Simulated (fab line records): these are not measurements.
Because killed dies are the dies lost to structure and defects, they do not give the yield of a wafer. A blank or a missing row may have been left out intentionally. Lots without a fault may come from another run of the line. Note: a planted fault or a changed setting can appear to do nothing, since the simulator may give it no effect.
fab line records | flow n5Finfet
[record] lots = 9 wafers = 27 lastDay = 17
route steps=1938 shown BEOL_M3@1004 BEOL_M4@1036 PASSIVATION@1936
lots with no fault: from the same line, run without faults
startH: hours from the record's first day to the start of the lot's first wafer shown | waitH: time in hours since the lot's previous step | " identical to the entry in the row above | L1.1+2: a row that stands for several wafers | - either no value or no given start | * or withheld: withheld | < > ~ a bound
route shown NAME@n: names a module that has steps shown in the file, with the first one's number in the route | usual: the fault-free wafers' mean and standard deviation | same: alike in all rows | chamber/n: place in a boat | sites: readings site by site | _std_site: their standard deviation | _edge_site: mean of outer sites minus mean of inner sites | radiusMm: for every site, how far away it sits from the centre of the wafer | mask NAME#n: copy n | behind: the last tool/chamber to shape the wafer | hold: why the lot went on hold/how many hours it stayed there/how the hold came to an end | device: transistor that didn't switch, given as n, p or np | end of line: the same wafers' tests at the end of the route | where a step has no rows: the recipe by itself | killed: dies lost to structure and defects at the first sort, not the wafer's yield | map: a wafer's dies, x killed, . not, _ none there
set.NAME: the setting as run; set.NAME@STEP: as run at that earlier step | model.NAME: the simulator's own value behind a step, which no gauge read
the route's steps for a sample of lots (tables are steps, rows are wafers)
services: when a tool's chamber went out of use (startH, in hours from the record's first day, below 0 if earlier), for how many hours, and the reason
[[steps]]
[step N5_BEOL_M3_SPUTTER_90]
[recipe] material = Cu targetThkA = 45 tempC = -20 chamberPressurePa = 0.07 powerW = withheld timeS = 8.29
[usual] throttleValvePct = 29.9/1
// columns lot.wafer tool chamber startH waitH throttleValvePct
L462.1 pvdSputter-01 - 164.84 0.1 30.8
L462.2 " - " " 29.4
L462.4 " - " " 30.5
L464.1 pvdSputter-03 - 169.56 0.1 31.3
L464.5 " - " " 28.3
L464.6 " - " " 30.0
L466.1 pvdSputter-02 - 181.81 0.1 28.6
L466.2 " - " " 31.7
L466.3 " - " " 29.3
L467.2 pvdSputter-03 - 192.79 0.1 28.6
L467.5 " - " " 28.2
L467.6 " - " " 29.9
L472.3 pvdSputter-01 - 225.10 0.1 30.3
L472.4 " - " " 29.4
L472.5 " - " " 30.6
L478.1 pvdSputter-02 - 252.41 0.1 30.5
L478.5 " - " " 30.4
L478.6 " - " " 28.8
L477.1 pvdSputter-01 - 261.17 0.1 30.8
L477.3 " - " " 30.6
L477.5 " - " " 30.8
L483.2 pvdSputter-03 - 285.67 0.1 31.2
L483.4 " - " " 28.1
L483.6 " - " " 31.6
L484.3 pvdSputter-01 - 293.83 0.1 29.6
L484.4 " - " " 30.8
L484.5 " - " " 30.2
[step N5_BEOL_M3_ANNEAL_95]
[recipe] tempC = 400 timeS = 240 ambient = vacuum
[usual] heaterPowerW = 869/110
// columns lot.wafer tool chamber startH waitH heaterPowerW
L462.1 pvdSputter-01 - 165.41 0.0 816
L462.2 " - " " 759
L462.4 " - " " 932
L464.1 pvdSputter-03 - 170.08 0.0 771
L464.5 " - " " 872
L464.6 " - " " 1140
L466.1 pvdSputter-02 - 182.33 0.0 911
L466.2 " - " " 867
L466.3 " - " " 755
L467.2 pvdSputter-03 - 193.31 0.0 745
L467.5 " - " " 888
L467.6 " - " " 1154
L472.3 pvdSputter-01 - 225.62 0.0 858
L472.4 " - " " 769
L472.5 " - " " 806
L478.1 pvdSputter-02 - 252.93 0.0 947
L478.5 " - " " 970
L478.6 " - " " 894
L477.1 pvdSputter-01 - 261.69 0.0 805
L477.3 " - " " 941
L477.5 " - " " 811
L483.2 pvdSputter-03 - 286.19 0.0 787
L483.4 " - " " 899
L483.6 " - " " 781
L484.3 pvdSputter-01 - 294.35 0.0 735
L484.4 " - " " 809
L484.5 " - " " 893
[step N5_BEOL_M3_SPUTTER_96]
[recipe] material = Cu targetThkA = 45 tempC = -20 chamberPressurePa = 0.07 powerW = withheld timeS = 8.29
[usual] throttleValvePct = 29.9/1.1
// columns lot.wafer tool chamber startH waitH throttleValvePct
L462.1 pvdSputter-01 - 165.56 0.1 30.8
L462.2 " - " " 29.3
L462.4 " - " " 30.5
L464.1 pvdSputter-03 - 170.22 0.1 31.3
L464.5 " - " " 28.4
L464.6 " - " " 29.7
L466.1 pvdSputter-02 - 182.47 0.1 28.6
L466.2 " - " " 31.6
L466.3 " - " " 29.0
L467.2 pvdSputter-03 - 193.45 0.1 28.7
L467.5 " - " " 28.4
L467.6 " - " " 29.5
L472.3 pvdSputter-01 - 225.76 0.1 30.0
L472.4 " - " " 29.5
L472.5 " - " " 31.2
L478.1 pvdSputter-02 - 253.07 0.1 30.3
L478.5 " - " " 30.5
L478.6 " - " " 28.9
L477.1 pvdSputter-01 - 261.83 0.1 30.9
L477.3 " - " " 30.7
L477.5 " - " " 30.8
L483.2 pvdSputter-03 - 286.33 0.1 31.3
L483.4 " - " " 28.5
L483.6 " - " " 31.3
L484.3 pvdSputter-01 - 294.49 0.1 29.6
L484.4 " - " " 30.5
L484.5 " - " " 29.9
[step N5_BEOL_M3_DEP_57]
[recipe] material = SiCN targetThkA = 80 tempC = withheld precursor = 3MS/NH3 pressureTorr = 3 rfW = 202 timeS = 14
[usual] showerheadPlenumPTorr = 3.670/0.01 throttleValvePct = 8.8/0.44
// columns lot.wafer tool chamber startH waitH showerheadPlenumPTorr throttleValvePct
L462.1 pecvd-03 2 166.55 0.0 3.677 8.9
L462.2 " 1 " " 3.663 9.3
L462.4 " 2 " " 3.676 9.2
L464.1 pecvd-03 0 171.20 0.0 3.661 8.1
L464.5 " 1 " " 3.666 9.3
L464.6 " 0 " " 3.658 8.0
L466.1 pecvd-04 1 183.46 0.0 3.673 9.1
L466.2 " 2 " " 3.664 8.5
L466.3 " 0 " " 3.685 8.6
L467.2 pecvd-01 1 194.43 0.0 3.683 9.0
L467.5 " 2 " " 3.678 8.8
L467.6 " 1 " " 3.674 8.9
L472.3 pecvd-04 1 226.89 0.0 3.668 9.4
L472.4 " 2 " " 3.655 8.4
L472.5 " 0 " " 3.684 9.0
L478.1 pecvd-03 1 254.05 0.0 3.676 9.1
L478.5 " 0 " " 3.656 8.2
L478.6 " 1 " " 3.662 9.0
L477.1 pecvd-03 0 262.81 0.0 3.659 8.0
L477.3 " 2 " " 3.667 9.1
L477.5 " 0 " " 3.654 8.2
L483.2 pecvd-01 0 287.31 0.0 3.674 8.8
L483.4 " 0 " " 3.678 8.6
L483.6 " 1 " " 3.684 9.0
L484.3 pecvd-04 2 295.77 0.0 3.657 8.7
L484.4 " 2 " " 3.651 8.6
L484.5 " 0 " " 3.680 8.3
[step N5_BEOL_M3_INSPECT_59]
[recipe] inspectInstrument = darkfield mode = postDep
[usual] rawDefectCount = 62/20
// columns lot.wafer tool chamber startH waitH rawDefectCount
L462.1 defectInspect-01 - 166.64 0.0 74
L462.2 " - " " 53
L462.4 " - " " 66
L464.1 defectInspect-01 - 171.30 0.0 93
L464.5 " - " " 61
L464.6 " - " " 51
L466.1 defectInspect-02 - 183.56 0.0 43
L466.2 " - " " 79
L466.3 " - " " 66
L467.2 defectInspect-02 - 194.52 0.0 44
L467.5 " - " " 69
L467.6 " - " " 69
L472.3 defectInspect-02 - 226.98 0.0 55
L472.4 " - " " 78
L472.5 " - " " 57
L478.1 defectInspect-01 - 254.15 0.0 1013
L478.5 " - " " 1003
L478.6 " - " " 1006
L477.1 defectInspect-02 - 262.90 0.0 996
L477.3 " - " " 1005
L477.5 " - " " 1071
L483.2 defectInspect-02 - 287.42 0.0 42
L483.4 " - " " 94
L483.6 " - " " 100
L484.3 defectInspect-01 - 295.87 0.0 47
L484.4 " - " " 51
L484.5 " - " " 28
[step N5_BEOL_M4_INSPECT_13]
[recipe] mode = adi inspectInstrument = brightfield
[usual] rawDefectCount = 362/76
// columns lot.wafer tool chamber startH waitH rawDefectCount
L462.1 defectInspect-02 - 167.97 0.1 368
L462.2 " - " " 351
L462.4 " - " " 434
L464.1 defectInspect-02 - 172.82 0.1 388
L464.5 " - " " 362
L464.6 " - " " 508
L466.1 defectInspect-02 - 184.56 0.2 240
L466.2 " - " " 512
L466.3 " - " " 388
L467.2 defectInspect-02 - 195.42 0.0 371
L467.5 " - " " 366
L467.6 " - " " 433
L472.3 defectInspect-02 - 227.83 0.0 295
L472.4 " - " " 377
L472.5 " - " " 327
L478.1 defectInspect-02 - 255.59 0.1 1279
L478.5 " - " " 1226
L478.6 " - " " 1234
L477.1 defectInspect-02 - 266.73 0.1 1223
L477.3 " - " " 1301
L477.5 " - " " 1275
L483.2 defectInspect-02 - 288.23 0.0 287
L483.4 " - " " 370
L483.6 " - " " 409
L484.3 defectInspect-02 - 296.98 0.0 259
L484.4 " - " " 321
L484.5 " - " " 266
[step N5_BEOL_M4_RC_MEAS_101]
[usual] DIBL_N = 36.4/1.5 DIBL_P = 36.6/1.9 IOFF_N = 0.155/0.021 IOFF_P = 0.211/0.028 ION_N = 671/8.6 ION_P = 462/5.8 SS_N = 71.5/0.5 SS_P = 73.4/0.58 VT_N = 250.1/2.4 VT_P = -250.1/3
// columns lot.wafer tool chamber startH waitH DIBL_N[mV/V] DIBL_P[mV/V] IOFF_N[nA/um] IOFF_P[nA/um] ION_N[uA/um] ION_P[uA/um] SS_N[mV/dec] SS_P[mV/dec] VT_N[mV] VT_P[mV]
L462.1 prober-01 0 176.48 0.0 35.7 35.7 0.152 0.207 677 464 71.3 73.3 249.9 -250.3
L462.2 " 0 " " 36.7 36.6 0.157 0.215 676 468 71.8 73.8 249.4 -251.7
L462.4 " 0 " " 35.8 35.5 0.149 0.198 664 460 71.7 74.5 251.1 -249.5
L464.1 prober-01 0 186.47 0.0 37.2 39.2 0.161 0.217 673 462 71.3 73.6 252.4 -251.4
L464.5 " 0 " " 38.2 39.4 0.176 0.220 674 460 72.0 73.9 250.6 -250.6
L464.6 " 0 " " 34.9 36.1 0.127 0.173 660 453 71.1 72.8 256.3 -252.3
L466.1 prober-01 0 190.62 0.0 34.9 34.8 0.137 0.224 657 464 70.6 72.8 254.1 -246.3
L466.2 " 0 " " 34.0 33.9 0.129 0.204 661 463 70.9 72.6 256.0 -251.0
L466.3 " 0 " " 33.9 33.5 0.126 0.202 660 466 71.0 72.7 249.6 -251.1
L467.2 prober-02 0 207.85 0.2 36.5 36.7 0.155 0.208 673 460 71.6 73.4 250.9 -250.0
L467.5 " 0 " " 34.8 33.9 0.126 0.179 664 459 71.2 72.0 250.4 -253.1
L467.6 " 0 " " 36.1 36.1 0.144 0.205 669 462 71.3 73.7 252.1 -252.4
L472.3 prober-02 0 237.28 0.3 38.7 38.5 0.179 0.225 667 459 71.6 74.1 249.6 -251.0
L472.4 " 0 " " 37.9 37.2 0.162 0.197 675 458 72.3 73.1 250.2 -252.6
L472.5 " 0 " " 35.8 34.8 0.128 0.170 660 449 71.3 73.0 255.4 -253.6
L478.1 prober-01 0 268.67 0.0 37.4 37.4 0.165 0.216 673 456 72.4 73.7 249.8 -250.1
L478.5 " 0 " " 37.3 37.3 0.157 0.215 661 459 72.3 73.1 250.2 -250.8
L478.6 " 0 " " 37.6 37.9 0.167 0.225 669 466 71.7 73.4 250.1 -247.8
L477.1 prober-01 0 273.76 0.0 37.7 37.4 0.158 0.238 669 463 72.0 73.7 249.9 -249.9
L477.3 " 0 " " 37.2 37.2 0.149 0.240 665 462 71.5 73.4 249.9 -250.2
L477.5 " 0 " " 38.2 38.3 0.169 0.260 671 471 71.9 73.4 249.4 -246.3
L483.2 prober-01 0 297.41 0.2 32.6 33.7 0.128 0.168 670 469 71.4 72.8 252.5 -250.6
L483.4 " 0 " " 34.9 35.5 0.152 0.209 677 471 71.3 73.7 249.9 -246.6
L483.6 " 0 " " 34.2 34.8 0.143 0.188 679 467 71.7 73.1 251.6 -253.1
L484.3 prober-02 0 308.56 0.3 37.5 37.3 0.160 0.168 675 452 72.1 73.6 248.8 -257.4
L484.4 " 0 " " 36.8 37.3 0.155 0.173 675 458 70.9 73.6 248.2 -256.5
L484.5 " 0 " " 38.2 38.1 0.175 0.183 691 461 71.8 73.1 247.3 -256.1
[step N5_PASSIVATION_PROBE_49]
[usual] defectLimitedYield = 91.5/1.4 killed_at_M0_to_M3 = 33/10 killed_at_M4_up = 13/5 killedAtContacts = 13/5.6 killedAtFrontEnd = 38/12 killedAtOther = 3.9/2.7 killedDies = 100/16 killedOpen = 66/13 killedShort = 32/7.2 sort_bin_5_function = 5.0/0.97 sort_bin_6_memory = 3.2/0.61 sortNPass = 1080/16 sortYieldPct = 91.5/1.4
[same] grossDies = 1180 killedAtBackSide = 0 sort_bin_4_leakage[%] = 0 sort_bin_8_speed[%] = 0
// columns lot.wafer tool chamber startH waitH defectLimitedYield[%] killed_at_M0_to_M3 killed_at_M4_up killedAtContacts killedAtFrontEnd killedAtOther killedDies killedOpen killedShort sort_bin_5_function[%] sort_bin_6_memory[%] sortNPass sortYieldPct[%]
L477.1 prober-02 - 377.93 0.0 81.9 158 9 5 38 4 214 50 35 11.5 3.5 966 81.9
L477.3 prober-02 - 378.03 0.1 86.2 81 7 7 66 2 163 57 34 7.7 3.3 1017 86.2
L477.5 prober-02 - 378.13 0.2 79.2 159 12 13 56 6 246 79 33 12.5 4.5 934 79.2
L478.1 prober-01 - 379.30 0.0 80.9 157 8 23 29 8 225 68 25 11.8 4.0 955 80.9
L478.5 prober-01 - 379.50 0.2 82.7 171 6 8 14 5 204 48 27 10.2 3.0 976 82.7
L478.6 prober-01 - 379.55 0.3 79.1 184 10 16 30 7 247 63 38 12.6 5.0 933 79.1
// killed by level:class
L477.1 BEOL_M3:unspecified=126 FIN_SAQP:geometricParticle:short=11 BEOL_M0_SAQP:geometricParticle:short=11 BEOL_M0_SAQP:geometricParticle:open=9 FIN_SAQP:geometricParticle:open=7 BEOL_M2:geometricParticle:open=6 DUMMY_GATE:geometricParticle:open=4 BEOL_M4:geometricParticle:open=4
L477.3 BEOL_M3:unspecified=69 FIN_SAQP:geometricParticle:open=21 FIN_SAQP:geometricParticle:short=8 DUMMY_GATE:geometricParticle:open=5 GATE_CUT:geometricParticle:short=5 STI_FIN_REVEAL:geometricParticle:open=4 MOL_CONTACT_COAG:geometricParticle:open=4 BEOL_M0_SAQP:geometricParticle:short=4
L477.5 BEOL_M3:unspecified=132 FIN_SAQP:geometricParticle:open=15 MOL_CONTACT_COAG:geometricParticle:open=11 BEOL_M0_SAQP:geometricParticle:open=8 BEOL_M0_SAQP:geometricParticle:short=7 FIN_SAQP:geometricParticle:short=6 DUMMY_GATE:geometricParticle:open=6 BEOL_M4:geometricParticle:open=6
L478.1 BEOL_M3:unspecified=130 MOL_CONTACT_COAG:geometricParticle:open=21 STI_FIN_REVEAL:geometricParticle:open=13 BEOL_M0_SAQP:geometricParticle:short=7 BEOL_M0_SAQP:geometricParticle:open=7 BEOL_M1:geometricParticle:open=5 DUMMY_GATE:geometricParticle:open=5 BEOL_M2:geometricParticle:short=3
L478.5 BEOL_M3:unspecified=129 BEOL_M1:geometricParticle:open=15 BEOL_M0_SAQP:geometricParticle:short=9 MOL_CONTACT_COAG:geometricParticle:open=6 BEOL_M0_SAQP:geometricParticle:open=5 DUMMY_GATE:geometricParticle:open=4 BEOL_M1:geometricParticle:short=4 STARTING-WAFER:geometricParticle:short=3
L478.6 BEOL_M3:unspecified=141 BEOL_M1:geometricParticle:open=16 MOL_CONTACT_COAG:geometricParticle:open=14 BEOL_M0_SAQP:geometricParticle:short=12 DUMMY_GATE:geometricParticle:open=5 GATE_CUT:geometricParticle:short=5 BEOL_M2:geometricParticle:open=5 STI_FIN_REVEAL:geometricParticle:open=3
[[services]]
// columns tool chamber startH hours kind
pecvd-03 0 146.35 2.8 repair
pecvd-03 - 149.62 1.8 repair
pecvd-04 - 158.95 1.4 repair
pecvd-03 1 167.13 2.1 scheduledDown
pecvd-04 2 196.29 4.3 repair
pecvd-04 2 200.63 2.1 scheduledDown
pecvd-04 0 202.76 5.5 scheduledDown
pecvd-04 0 208.30 5.5 scheduledDown
pecvd-04 0 218.92 5.0 scheduledDown
pecvd-01 2 232.62 4.2 repair
pecvd-04 1 264.91 2.1 scheduledDown
pecvd-03 - 286.97 14.6 pm
[[key]]
[firstSign] step = N5_BEOL_M3_INSPECT_59 reading = rawDefectCount direction = up sigmas = 49 usual = 62 struck = 1016
[effect] step = N5_BEOL_M4_INSPECT_13 reading = rawDefectCount direction = up sigmas = 12 usual = 362 struck = 1256
[effect] step = N5_PASSIVATION_PROBE_49 reading = killed_at_M0_to_M3 direction = up sigmas = 12 usual = 33 struck = 152
[moreKillsBornAt] N5_BEOL_M3_DEP_57@pecvd-03 = 727
metAt N5_BEOL_M3_DEP_57
struckLots L477,L478
notActingAt N5_BEOL_M3_SPUTTER_90,N5_BEOL_M3_ANNEAL_95,N5_BEOL_M3_SPUTTER_96
onsetBetween 171.20 254.05
[fault] kind = chamberParticleSource tool = pecvd-03 chamber = - onsetH = 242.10 steps = N5_BEOL_M3_DEP_57 ratePerVisitCm2 = 1.5289 endH = 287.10
